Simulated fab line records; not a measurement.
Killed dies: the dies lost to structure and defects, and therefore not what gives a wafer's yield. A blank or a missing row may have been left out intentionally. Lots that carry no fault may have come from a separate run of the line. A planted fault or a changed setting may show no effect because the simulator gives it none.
Lot-split experiment :: flow n5 finfet :: 21 wafers read from 7 lots, route of 1938 steps

THE SPLIT ITSELF
At N5_HKMG_FIN_COAT_85 (time 60 s, resist thk 300 nm), the setting spin rpm was moved away from the recipe's 1500 rpm on 8 of the 21 wafers read, by -6.7% to +5.1%. This setting was run at the recipe's value on the other wafers.

The split's own step is where the reading is taken.

THE READING
SOC_of_HKMG_FIN_COAT_85.thk nm (the simulator's own value, which no gauge read), in nm, at N5_HKMG_FIN_COAT_85 (time 60 s, resist thk 300 nm). No usual value for it is given in the file. The 13 wafers here that ran the recipe average 299.9 nm, standard deviation 0.66 nm.

wafer: L074.4
tool, chamber at the split: litho track-02, 0
spin rpm as run, rpm: 1500
against the recipe: recipe
SOC_of_HKMG_FIN_COAT_85.thk nm, nm: 299.8
against lot-mates on the recipe: -

wafer: L074.5
tool, chamber at the split: litho track-02, 0
spin rpm as run, rpm: 1410
against the recipe: -6.0%
SOC_of_HKMG_FIN_COAT_85.thk nm, nm: 308.2
against lot-mates on the recipe: +8.4

wafer: L074.6
tool, chamber at the split: litho track-02, 0
spin rpm as run, rpm: 1410
against the recipe: -6.0%
SOC_of_HKMG_FIN_COAT_85.thk nm, nm: 308.4
against lot-mates on the recipe: +8.6

wafer: L081.1
tool, chamber at the split: litho track-03, 0
spin rpm as run, rpm: 1500
against the recipe: recipe
SOC_of_HKMG_FIN_COAT_85.thk nm, nm: 300.4
against lot-mates on the recipe: -

wafer: L081.5
tool, chamber at the split: litho track-03, 0
spin rpm as run, rpm: 1500
against the recipe: recipe
SOC_of_HKMG_FIN_COAT_85.thk nm, nm: 299.6
against lot-mates on the recipe: -

wafer: L081.6
tool, chamber at the split: litho track-03, 0
spin rpm as run, rpm: 1573
against the recipe: +4.9%
SOC_of_HKMG_FIN_COAT_85.thk nm, nm: 291.8
against lot-mates on the recipe: -8.2

wafer: L084.2
tool, chamber at the split: litho track-02, 0
spin rpm as run, rpm: 1500
against the recipe: recipe
SOC_of_HKMG_FIN_COAT_85.thk nm, nm: 299.2
against lot-mates on the recipe: -

wafer: L084.4
tool, chamber at the split: litho track-02, 0
spin rpm as run, rpm: 1577
against the recipe: +5.1%
SOC_of_HKMG_FIN_COAT_85.thk nm, nm: 292.2
against lot-mates on the recipe: -7.4

wafer: L084.6
tool, chamber at the split: litho track-02, 0
spin rpm as run, rpm: 1500
against the recipe: recipe
SOC_of_HKMG_FIN_COAT_85.thk nm, nm: 300
against lot-mates on the recipe: -

wafer: L086.2
tool, chamber at the split: litho track-02, 0
spin rpm as run, rpm: 1500
against the recipe: recipe
SOC_of_HKMG_FIN_COAT_85.thk nm, nm: 299.6
against lot-mates on the recipe: -

wafer: L086.3
tool, chamber at the split: litho track-02, 0
spin rpm as run, rpm: 1500
against the recipe: recipe
SOC_of_HKMG_FIN_COAT_85.thk nm, nm: 298.8
against lot-mates on the recipe: -

wafer: L086.4
tool, chamber at the split: litho track-02, 0
spin rpm as run, rpm: 1500
against the recipe: recipe
SOC_of_HKMG_FIN_COAT_85.thk nm, nm: 300
against lot-mates on the recipe: -

wafer: L088.2
tool, chamber at the split: litho track-04, 0
spin rpm as run, rpm: 1405
against the recipe: -6.3%
SOC_of_HKMG_FIN_COAT_85.thk nm, nm: 312.4
against lot-mates on the recipe: +11.2

wafer: L088.4
tool, chamber at the split: litho track-04, 0
spin rpm as run, rpm: 1405
against the recipe: -6.3%
SOC_of_HKMG_FIN_COAT_85.thk nm, nm: 311.4
against lot-mates on the recipe: +10.2

wafer: L088.6
tool, chamber at the split: litho track-04, 0
spin rpm as run, rpm: 1500
against the recipe: recipe
SOC_of_HKMG_FIN_COAT_85.thk nm, nm: 301.2
against lot-mates on the recipe: -

wafer: L093.1
tool, chamber at the split: litho track-03, 0
spin rpm as run, rpm: 1500
against the recipe: recipe
SOC_of_HKMG_FIN_COAT_85.thk nm, nm: 299
against lot-mates on the recipe: -

wafer: L093.2
tool, chamber at the split: litho track-03, 0
spin rpm as run, rpm: 1399
against the recipe: -6.7%
SOC_of_HKMG_FIN_COAT_85.thk nm, nm: 309.8
against lot-mates on the recipe: +10.8

wafer: L093.3
tool, chamber at the split: litho track-03, 0
spin rpm as run, rpm: 1399
against the recipe: -6.7%
SOC_of_HKMG_FIN_COAT_85.thk nm, nm: 309.8
against lot-mates on the recipe: +10.8

wafer: L094.2
tool, chamber at the split: litho track-02, 0
spin rpm as run, rpm: 1500
against the recipe: recipe
SOC_of_HKMG_FIN_COAT_85.thk nm, nm: 300.2
against lot-mates on the recipe: -

wafer: L094.3
tool, chamber at the split: litho track-02, 0
spin rpm as run, rpm: 1500
against the recipe: recipe
SOC_of_HKMG_FIN_COAT_85.thk nm, nm: 300.2
against lot-mates on the recipe: -

wafer: L094.4
tool, chamber at the split: litho track-02, 0
spin rpm as run, rpm: 1500
against the recipe: recipe
SOC_of_HKMG_FIN_COAT_85.thk nm, nm: 300.8
against lot-mates on the recipe: -

FIT RESULTS
A straight line over all 21 wafers: SOC_of_HKMG_FIN_COAT_85.thk nm changes by -1.59 nm for each +1% of spin rpm; r = -0.99; the points scatter about the line by 0.97 nm.
The same after taking each lot's own level away (the mean of its wafers on the recipe; 21 wafers): -1.57 nm for each +1%; r = -1.00; scatter 0.55 nm.
The reading moves by 11 nm for the largest change in spin rpm, on that fit.
The lots' own levels span 299.00 to 301.20 nm, that is 3.3 times the standard deviation above.
Consequently the slope shifts little with the lot-to-lot level, the two slopes agreeing.
Check: +10.6 nm against its lot-mates is what the line predicts for one of the wafers moved furthest among these (-6.7%) when that wafer is left out of the fit. It came out at +10.8 nm against them.

FURTHER SPLITS ON THESE WAFERS
These wafers also went through other splits before the reading. Each is held against what the fit with the lots' levels taken away leaves over:
other split on the same wafers: N5_FIN_CUT_COAT_19 time s
wafers away from the commonest value: 5
r with SOC_of_HKMG_FIN_COAT_85.thk nm (lot level and that fit taken away): +0.05

other split on the same wafers: N5_DUMMY_GATE_COAT_28 spin rpm
wafers away from the commonest value: 8
r with SOC_of_HKMG_FIN_COAT_85.thk nm (lot level and that fit taken away): -0.20

other split on the same wafers: N5_SD_EPI_P_EXPOSE_06 dose mj
wafers away from the commonest value: 7
r with SOC_of_HKMG_FIN_COAT_85.thk nm (lot level and that fit taken away): -0.29

other split on the same wafers: N5_ILD0_PRECLEAN_10 time s
wafers away from the commonest value: 7
r with SOC_of_HKMG_FIN_COAT_85.thk nm (lot level and that fit taken away): -0.46

other split on the same wafers: N5_HKMG_FIN_ETCH_32 source w
wafers away from the commonest value: 8
r with SOC_of_HKMG_FIN_COAT_85.thk nm (lot level and that fit taken away): +0.22

FILE'S OWN FIT
SOC_of_HKMG_FIN_COAT_85.thk nm changes by -1.57 nm for each +1% of spin rpm, r = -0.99.
